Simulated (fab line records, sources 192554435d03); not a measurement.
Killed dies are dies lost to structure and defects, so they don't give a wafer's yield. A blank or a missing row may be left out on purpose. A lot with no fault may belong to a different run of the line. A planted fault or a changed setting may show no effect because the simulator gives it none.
fab line records    flow n5Finfet
record lots=6  wafers=17  lastDay=17
route steps=1938 shown BEOL_M0_SAQP@634 BEOL_M4@1111 PASSIVATION@1936
lots with no fault: from the same line, run without faults
startH: start of the lot's first displayed wafer, in hours after the record's first day    waitH: time in hours since the lot's previous step    " unchanged from the row above    L1.1+2: a row that stands for several wafers    - value missing, or start not given    * or withheld: withheld    < > ~ a bound
route shown NAME@n: NAME is a module with steps in the file, n the number in the route of the first one    usual: mean/standard deviation of fault-free wafers    same: alike in all rows    chamber/n: place in a boat    sites: the reading at each site    _std_site: standard deviation across them    _edge_site: mean of outer sites minus mean of inner sites    radiusMm: how far each site lies from the wafer's centre    mask NAME#n: copy n    behind: the last tool/chamber to shape the wafer    hold: reason for holding the lot/hours on hold/outcome of the hold    device: which transistor (n, p or np) failed to switch    end of line: the tests these same wafers got at the end of their route    where a step has no rows: the recipe by itself    killed: dies lost to structure and defects at the first sort, not the wafer's yield    map: the dies of a wafer, with x for killed, . for not killed, _ for no die there
set.NAME: setting as actually run; set.NAME@STEP: the setting as run at that earlier step    model.NAME: the simulator's own value behind a step, which no gauge read
lots at some steps of the route; a table a step, a row a wafer
services: the hour from which a tool's chamber was out of use, counted from the record's first day as startH (under 0 if before that day), plus the number of hours and why
## steps
# step N5_BEOL_M0_SAQP_HM_DEP_02
# recipe material=TiN  targetThkA=120  tempC=25  chamberPressurePa=0.49996
# usual chamberPressurePa=0.5001/0.00092  susceptorTempC=24.99/0.11  throttleValvePct=30.5/1.3
lot.wafer  tool           chamber  startH  waitH  chamberPressurePa  susceptorTempC  throttleValvePct
L691.3     pvdSputter-01  -        116.96  2.0    0.5003             24.97           31.6
L691.4     "              -        "       "      0.5002             25.00           29.8
L691.5     "              -        "       "      0.5018             24.98           29.6
L695.2     pvdSputter-03  -        139.54  0.6    0.4985             25.03           30.3
L695.3     "              -        "       "      0.5005             25.00           29.1
L695.5     "              -        "       "      0.4979             25.04           30.7
L702.3     pvdSputter-03  -        178.73  0.9    0.4992             25.15           29.1
L702.5     "              -        "       "      0.5010             24.75           30.5
L702.6     "              -        "       "      0.5002             25.07           29.1
L703.2     pvdSputter-02  -        184.51  1.9    0.4998             24.91           28.5
L703.3     "              -        "       "      0.5010             25.04           31.5
L703.4     "              -        "       "      0.4995             24.89           29.3
L704.1     pvdSputter-02  -        192.55  0.1    0.4996             24.89           30.0
L704.4     "              -        "       "      0.5002             24.97           28.8
L704.6     "              -        "       "      0.4995             24.87           29.4
L707.1     pvdSputter-01  -        210.03  2.0    0.4993             24.89           33.2
L707.5     "              -        "       "      0.4981             24.96           31.7
# step N5_BEOL_M0_SAQP_PECVD_03
# recipe material=SiCN  targetThkA=120  tempC=withheld  precursor=3MS/NH3  pressureTorr=3  rfW=202  timeS=21.1
# step N5_BEOL_M0_SAQP_PECVD_96
# recipe material=a-Si  targetThkA=450  tempC=350  precursor=SiH4/He  pressureTorr=3  rfW=100  timeS=45.2
# usual heaterPowerW=600/76  showerheadPlenumPTorr=5.65/0.069  showerheadVppV=637/40  susceptorTempC=349.99/0.19  throttleValvePct=17.9/0.67
# same timeS=45.2
lot.wafer  tool      chamber  startH  waitH  heaterPowerW  showerheadPlenumPTorr  showerheadVppV  susceptorTempC  throttleValvePct
L691.3     pecvd-04  1        117.11  0.0    537           5.65                   645             350.13          18.7
L691.4     "         2        "       "      590           5.73                   677             350.35          17.2
L691.5     "         1        "       "      546           5.63                   634             350.16          19.1
L695.2     pecvd-03  0        139.69  0.0    562           5.61                   634             350.32          17.5
L695.3     "         1        "       "      769           5.66                   608             350.26          17.8
L695.5     "         0        "       "      588           5.61                   632             350.05          17.9
L702.3     pecvd-03  1        178.88  0.0    766           5.65                   603             350.03          17.9
L702.5     "         1        "       "      764           5.66                   601             349.90          17.7
L702.6     "         2        "       "      588           5.52                   692             349.97          17.7
L703.2     pecvd-01  0        184.66  0.0    622           5.74                   537             349.97          16.2
L703.3     "         1        "       "      528           5.63                   674             350.16          18.7
L703.4     "         1        "       "      550           5.64                   684             350.08          18.5
L704.1     pecvd-04  2        192.70  0.0    572           5.73                   670             349.97          17.1
L704.4     "         1        "       "      523           5.64                   638             350.10          18.3
L704.6     "         0        "       "      513           5.76                   615             350.20          19.1
L707.1     pecvd-01  2        210.18  0.0    570           5.60                   600             350.35          17.3
L707.5     "         2        "       "      591           5.59                   614             350.25          17.5
# step N5_BEOL_M0_SAQP_PECVD_97
# recipe material=SiNx  targetThkA=230  tempC=350  precursor=SiH4/NH3/N2  pressureTorr=1.5  rfW=300  timeS=19.9
# usual heaterPowerW=532/75  showerheadPlenumPTorr=5.12/0.095  showerheadVppV=1103/70  susceptorTempC=350.03/0.19  throttleValvePct=39.2/1.5
# same timeS=19.9
lot.wafer  tool      chamber  startH  waitH  heaterPowerW  showerheadPlenumPTorr  showerheadVppV  susceptorTempC  throttleValvePct
L691.3     pecvd-04  1        117.16  0.0    477           5.12                   1106            349.96          40.8
L691.4     "         2        "       "      485           5.22                   1152            349.80          38.1
L691.5     "         1        "       "      497           5.10                   1116            349.84          41.0
L695.2     pecvd-03  0        139.74  0.0    484           5.07                   1100            350.07          38.0
L695.3     "         1        "       "      683           5.14                   1060            350.23          39.5
L695.5     "         0        "       "      484           5.06                   1109            350.09          38.6
L702.3     pecvd-03  1        178.93  0.0    693           5.14                   1064            349.99          39.2
L702.5     "         1        "       "      712           5.13                   1032            349.68          39.3
L702.6     "         2        "       "      517           4.95                   1161            349.86          38.2
L703.2     pecvd-01  0        184.71  0.0    599           5.27                   953             349.91          35.9
L703.3     "         1        "       "      500           5.09                   1169            349.72          40.6
L703.4     "         1        "       "      505           5.09                   1179            350.06          40.9
L704.1     pecvd-04  2        192.75  0.0    566           5.22                   1173            350.02          38.3
L704.4     "         1        "       "      516           5.12                   1104            349.93          41.1
L704.6     "         0        "       "      401           5.26                   1056            349.80          41.3
L707.1     pecvd-01  2        210.23  0.0    521           5.06                   1064            350.23          39.0
L707.5     "         2        "       "      499           5.07                   1059            350.21          38.8
# step N5_BEOL_M0_SAQP_PECVD_04
# recipe material=a-Si  targetThkA=600  tempC=350  precursor=SiH4/He  pressureTorr=3  rfW=100  timeS=60.2
# usual heaterPowerW=602/75  showerheadPlenumPTorr=5.65/0.069  showerheadVppV=637/42  susceptorTempC=350.00/0.21  throttleValvePct=17.9/0.67
# same timeS=60.2
lot.wafer  tool      chamber  startH  waitH  heaterPowerW  showerheadPlenumPTorr  showerheadVppV  susceptorTempC  throttleValvePct
L691.3     pecvd-04  1        117.20  0.0    518           5.64                   634             350.13          18.7
L691.4     "         2        "       "      597           5.73                   678             349.77          17.3
L691.5     "         1        "       "      516           5.65                   631             349.67          18.8
L695.2     pecvd-03  0        139.78  0.0    512           5.60                   644             350.09          17.6
L695.3     "         1        "       "      757           5.64                   598             349.91          18.2
L695.5     "         0        "       "      522           5.62                   647             350.02          17.5
L702.3     pecvd-03  1        178.97  0.0    708           5.66                   609             350.30          17.8
L702.5     "         1        "       "      716           5.66                   601             349.98          17.9
L702.6     "         2        "       "      668           5.53                   694             349.96          17.5
L703.2     pecvd-01  0        184.74  0.0    654           5.76                   548             350.02          16.4
L703.3     "         1        "       "      620           5.64                   687             349.87          18.3
L703.4     "         1        "       "      607           5.64                   689             349.91          18.6
L704.1     pecvd-04  2        192.79  0.0    620           5.72                   685             350.06          17.4
L704.4     "         1        "       "      597           5.63                   637             349.55          18.8
L704.6     "         0        "       "      499           5.75                   614             350.12          18.9
L707.1     pecvd-01  2        210.27  0.0    559           5.59                   620             350.11          17.6
L707.5     "         2        "       "      559           5.61                   610             350.22          17.7
# step N5_BEOL_M0_SAQP_THK_MEAS_05
# usual thkNm=60.0/0.74
lot.wafer  tool          chamber  startH  waitH  thkNm
L691.3     filmMetro-01  -        117.29  0.1    59.5
L691.4     "             -        "       "      60.0
L691.5     "             -        "       "      60.9
L695.2     filmMetro-01  -        139.87  0.1    59.8
L695.3     "             -        "       "      60.4
L695.5     "             -        "       "      60.3
L702.3     filmMetro-01  -        179.07  0.1    60.0
L702.5     "             -        "       "      60.3
L702.6     "             -        "       "      60.3
L703.2     filmMetro-02  -        184.84  0.1    59.8
L703.3     "             -        "       "      60.0
L703.4     "             -        "       "      59.8
L704.1     filmMetro-02  -        192.88  0.1    60.1
L704.4     "             -        "       "      61.8
L704.6     "             -        "       "      61.3
L707.1     filmMetro-02  -        210.37  0.1    59.9
L707.5     "             -        "       "      61.5
# step N5_BEOL_M0_SAQP_HM_DEP_111
# recipe material=SiO2  targetThkA=120  tempC=400  precursor=SiH4/N2O  pressureTorr=0.75  rfW=275  timeS=7.2
# usual heaterPowerW=750/97  showerheadPlenumPTorr=8.11/0.19  showerheadVppV=1040/83  susceptorTempC=399.98/0.23
# same timeS=7.2
lot.wafer  tool      chamber  startH  waitH  heaterPowerW  showerheadPlenumPTorr  showerheadVppV  susceptorTempC
L691.3     pecvd-04  0        117.33  0.0    580           8.38                   1030            399.92
L691.4     "         0        "       "      560           8.39                   1019            399.84
L691.5     "         2        "       "      677           8.29                   1148            399.99
L695.2     pecvd-01  0        139.91  0.0    851           8.39                   886             400.07
L695.3     "         1        "       "      671           8.03                   1162            400.21
L695.5     "         2        "       "      713           7.97                   1004            399.75
L702.3     pecvd-04  0        179.10  0.0    589           8.39                   1002            399.91
L702.5     "         1        "       "      661           8.10                   1054            399.94
L702.6     "         2        "       "      780           8.30                   1115            399.84
L703.2     pecvd-03  2        184.88  0.0    810           7.77                   1142            399.83
L703.3     "         0        "       "      621           8.01                   1039            399.83
L703.4     "         2        "       "      803           7.76                   1143            400.25
L704.1     pecvd-01  1        192.92  0.0    741           8.04                   1128            400.13
L704.4     "         1        "       "      745           8.05                   1144            400.18
L704.6     "         2        "       "      709           8.00                   1015            400.30
L707.1     pecvd-01  1        210.40  0.0    768           8.04                   1142            399.59
L707.5     "         1        "       "      767           8.05                   1149            399.63
# step N5_BEOL_M0_SAQP_COAT_81
# recipe resist=SOC  tempC=250  timeS=60  spinRpm=1500  resistThkNm=100
# step N5_BEOL_M0_SAQP_COAT_82
# recipe resist=SiARC  tempC=220  timeS=60  spinRpm=1500  resistThkNm=30
# step N5_BEOL_M0_SAQP_COAT_08
# recipe resist=CAR-ArF  spinRpm=1500  resistThkNm=90
# step N5_BEOL_M0_SAQP_EBR_10
# recipe solvent=PGMEA  ebrWidthMm=1.5
# step N5_BEOL_M0_SAQP_SOFTBAKE_09
# recipe tempC=110  timeS=60  resist=CAR-ArF
# step N5_BEOL_M0_SAQP_EXPOSE_11
# recipe maskId=M0_CORE  na=1.35  sourceShape=dipole  sigmaInner=0.538  sigmaOuter=0.738  polarization=te  targetCdNm=42  doseMj=55
# usual exposureDoseMJCm2=55.05/0.2
lot.wafer  tool            chamber  startH  waitH  mask       exposureDoseMJCm2
L691.3     arfiScanner-03  0        117.66  -      M0_CORE#0  54.97
L691.4     "               0        "       "      M0_CORE#0  54.96
L691.5     "               0        "       "      M0_CORE#0  54.96
L695.2     arfiScanner-01  0        140.11  -      M0_CORE#0  54.96
L695.3     "               0        "       "      M0_CORE#0  54.90
L695.5     "               0        "       "      M0_CORE#0  54.93
L702.3     arfiScanner-03  0        179.43  -      M0_CORE#0  53.81
L702.5     "               0        "       "      M0_CORE#0  53.83
L702.6     "               0        "       "      M0_CORE#0  53.78
L703.2     arfiScanner-03  0        185.08  -      M0_CORE#0  54.06
L703.3     "               0        "       "      M0_CORE#0  54.03
L703.4     "               0        "       "      M0_CORE#0  54.08
L704.1     arfiScanner-01  0        193.24  -      M0_CORE#0  54.98
L704.4     "               0        "       "      M0_CORE#0  55.00
L704.6     "               0        "       "      M0_CORE#0  55.03
L707.1     arfiScanner-01  0        210.72  -      M0_CORE#0  55.05
L707.5     "               0        "       "      M0_CORE#0  55.01
# step N5_BEOL_M0_SAQP_PEB_12
# recipe pebTempC=withheld  pebTimeS=60  resist=CAR-ArF
# step N5_BEOL_M4_RC_MEAS_101
# usual DIBL_N=36.5/1.9  DIBL_P=36.4/2.2  IOFF_N=0.17/0.034  IOFF_P=0.21/0.036  ION_N=678/12  ION_P=462/7.1  SS_N=71.7/0.61  SS_P=73.4/0.71  VT_N=249/3.5  VT_P=-251/3
lot.wafer  tool       chamber  startH  waitH  DIBL_N[mV/V]  DIBL_P[mV/V]  IOFF_N[nA/um]  IOFF_P[nA/um]  ION_N[uA/um]  ION_P[uA/um]  SS_N[mV/dec]  SS_P[mV/dec]  VT_N[mV]  VT_P[mV]
L691.3     prober-02  0        185.66  0.3    37.7          37.4          0.18           0.21           683           463           70.5          73.3          244       -250
L691.4     "          0        "       "      38.9          38.7          0.19           0.24           687           468           72.2          74.2          247       -246
L691.5     "          0        "       "      40.3          40.3          0.22           0.27           683           464           71.6          74.4          244       -245
L695.2     prober-02  0        209.56  0.2    39.7          41.1          0.24           0.31           690           470           73.1          75.1          242       -247
L695.3     "          0        "       "      35.9          35.4          0.16           0.20           673           456           71.1          72.3          250       -251
L695.5     "          0        "       "      38.7          37.9          0.23           0.26           690           466           71.9          74.1          244       -250
L702.3     prober-01  0        276.82  0.3    36.4          34.9          0.13           0.18           655           452           71.4          73.2          254       -254
L702.5     "          0        "       "      37.6          36.7          0.16           0.20           669           457           71.6          72.9          251       -254
L702.6     "          0        "       "      36.6          35.1          0.14           0.18           679           458           71.3          73.1          249       -255
L704.1     prober-02  0        282.52  0.0    35.1          34.5          0.13           0.18           653           452           71.7          73.2          253       -253
L704.4     "          0        "       "      34.2          34.1          0.13           0.18           664           455           71.0          72.9          251       -251
L704.6     "          0        "       "      36.2          36.1          0.16           0.21           673           460           71.8          73.8          252       -251
L703.2     prober-01  0        289.64  0.2    39.4          39.8          0.20           0.22           678           455           72.7          74.0          248       -254
L703.3     "          0        "       "      39.5          40.4          0.22           0.25           705           469           71.9          74.3          245       -252
L703.4     "          0        "       "      37.7          37.5          0.16           0.19           670           451           72.4          74.2          251       -253
L707.1     prober-01  0        299.84  0.0    38.4          39.3          0.20           0.25           689           470           71.7          73.9          244       -248
L707.5     "          0        "       "      36.3          37.2          0.17           0.21           699           473           71.5          72.8          248       -250
# step N5_PASSIVATION_PROBE_49
# usual defectLimitedYield=91.0/1.5  killed_at_M0_to_M3=35/11  killed_at_M4_up=13/5  killedAtContacts=12/5.9  killedAtFrontEnd=42/13  killedAtOther=3/3.2  killedDies=106/18  killedOpen=69/13  killedShort=35/8.9  sort_bin_5_function=5.2/0.95  sort_bin_6_memory=3.3/0.71  sortNPass=1074/18  sortYieldPct=91.0/1.5
# same grossDies=1180  killedAtBackSide=0  sort_bin_4_leakage[%]=0  sort_bin_8_speed[%]=0
lot.wafer  tool       chamber  startH  waitH  defectLimitedYield[%]  killed_at_M0_to_M3  killed_at_M4_up  killedAtContacts  killedAtFrontEnd  killedAtOther  killedDies  killedOpen  killedShort  sort_bin_5_function[%]  sort_bin_6_memory[%]  sortNPass  sortYieldPct[%]
L695.2     prober-02  -        339.92  0.1    89.5                   34                  8                19                61                2              124         80          43           6.4                     3.8                   1056       89.5
L695.3     prober-02  -        339.97  0.1    91.2                   21                  9                15                57                2              104         72          32           5.4                     3.3                   1076       91.2
L695.5     prober-02  -        340.07  0.2    91.4                   31                  15               7                 47                2              102         65          36           4.9                     3.4                   1078       91.4
# killed by level:class
L695.2 STI_FIN_REVEAL:geometricParticle:open=18 MOL_CONTACT_COAG:geometricParticle:open=16 FIN_SAQP:geometricParticle:short=11 FIN_SAQP:geometricParticle:open=8 BEOL_M0_SAQP:geometricParticle:open=7 BEOL_M3:geometricParticle:open=7 GATE_CUT:geometricParticle:short=6 BEOL_M0_SAQP:geometricParticle:short=6
L695.3 STI_FIN_REVEAL:geometricParticle:open=18 MOL_CONTACT_COAG:geometricParticle:open=15 FIN_SAQP:geometricParticle:short=10 STI_FIN_REVEAL:geometricParticle:short=7 DUMMY_GATE:geometricParticle:open=7 FIN_SAQP:geometricParticle:open=6 BEOL_M0_SAQP:geometricParticle:open=5 BEOL_M2:geometricParticle:open=5
L695.5 STI_FIN_REVEAL:geometricParticle:open=13 BEOL_M0_SAQP:geometricParticle:open=11 DUMMY_GATE:geometricParticle:open=7 GATE_CUT:geometricParticle:short=7 BEOL_M0_SAQP:geometricParticle:short=7 MOL_CONTACT_COAG:geometricParticle:open=5 FIN_SAQP:geometricParticle:short=4 STI_FIN_REVEAL:geometricParticle:short=4
## services
tool            chamber  startH  hours  kind
pecvd-04        2        105.25  2.1    scheduledDown
pvdSputter-02   -        111.05  11.4   repair
arfiScanner-01  0        114.73  -      calibration
pvdSputter-01   -        117.23  4.4    repair
arfiScanner-03  -        120.78  1.0    pm
pvdSputter-01   -        123.44  20.3   repair
pvdSputter-02   -        125.09  1.1    repair
arfiScanner-03  -        137.63  0.8    pm
pecvd-03        1        143.08  5.5    scheduledDown
arfiScanner-03  -        147.43  1.3    pm
pecvd-01        0        148.47  5.5    scheduledDown
arfiScanner-01  -        150.07  3.1    pm
pvdSputter-03   -        157.03  5.4    repair
arfiScanner-01  -        158.02  1.3    pm
arfiScanner-03  -        169.23  1.0    pm
arfiScanner-01  -        170.94  1.0    pm
arfiScanner-01  -        203.01  0.8    pm
arfiScanner-03  -        208.88  -      calibration
arfiScanner-03  -        210.74  1.6    repair
## key
firstSign step=N5_BEOL_M0_SAQP_EXPOSE_11  reading=exposureDoseMJCm2  direction=down  sigmas=5.7  usual=55.05  struck=53.93
effect none on later readings
metAt N5_BEOL_M0_SAQP_EXPOSE_11
struckWafers L702.3,L702.5,L702.6,L703.2,L703.3,L703.4
loopTrim step=N5_BEOL_M0_SAQP_EXPOSE_11  setting=dose  lots=L703
onsetBetween 117.66 179.43
fault kind=processParameterDrift  tool=arfiScanner-03  chamber=-  onsetH=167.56  steps=N5_BEOL_M0_SAQP_EXPOSE_11  channel=doseMj  offset=-1.1348  shape=step  actsIn=theseRecipesOnly  stated=55
# loopTrim: a control loop set the setting to another value than it would have without faults
